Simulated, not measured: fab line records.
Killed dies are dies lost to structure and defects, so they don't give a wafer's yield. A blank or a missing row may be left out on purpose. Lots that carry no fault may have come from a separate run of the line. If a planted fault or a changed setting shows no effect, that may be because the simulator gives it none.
Chamber matching -- flow nand harc -- NHARC_A_WL_FILL_ALD_00 on ald hk-02 has 4 sister chambers
The step deposits Al2O3, target thk 3 nm, pulse time 3 s, ald cycles 30. 4 wafers are shown with their chamber, then 8 later ones without.

WAFERS WITH THEIR CHAMBER
wafer,chamber,heater power w (W)
L084.5,3,435
L083.1,0,471
L083.2,1,465
L087.1,2,375

WAFERS WITHOUT THEIR CHAMBER
wafer,heater power w (W)
L087.5,460
L087.6,477
L088.4,455
L088.5,379
L088.6,457
L091.2,464
L091.3,382
L091.6,488

CHAMBER TAKEN BY EACH
wafer,from the rows above,in truth
L087.5,can't be placed: 1 or 0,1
L087.6,can't be placed: 0 or 1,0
L088.4,can't be placed: 1 or 0 or 3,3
L088.5,2,2
L088.6,can't be placed: 1 or 0 or 3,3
L091.2,can't be placed: 1 or 0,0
L091.3,2,2
L091.6,can't be placed: 0 or 1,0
Placed correctly: 2 of 8. Unplaceable from these rows: 6, with the true chamber sitting among the candidates in 6. Wrongly placed: 0.
How it was worked out, from the rows above alone: a wafer's distance from a chamber is the root of the sum, over the readings, of the square of ((its reading less the chamber's mean) divided by the reading's scatter). If the next closest chamber is less than 2 further off than the closest, the wafer can't be placed; otherwise it belongs to the closest. Each chamber's mean is taken over the wafers shown for it. The scatter: with one shown wafer a chamber, the root of the mean of the squares of how far each hidden wafer lies from its nearest shown one.
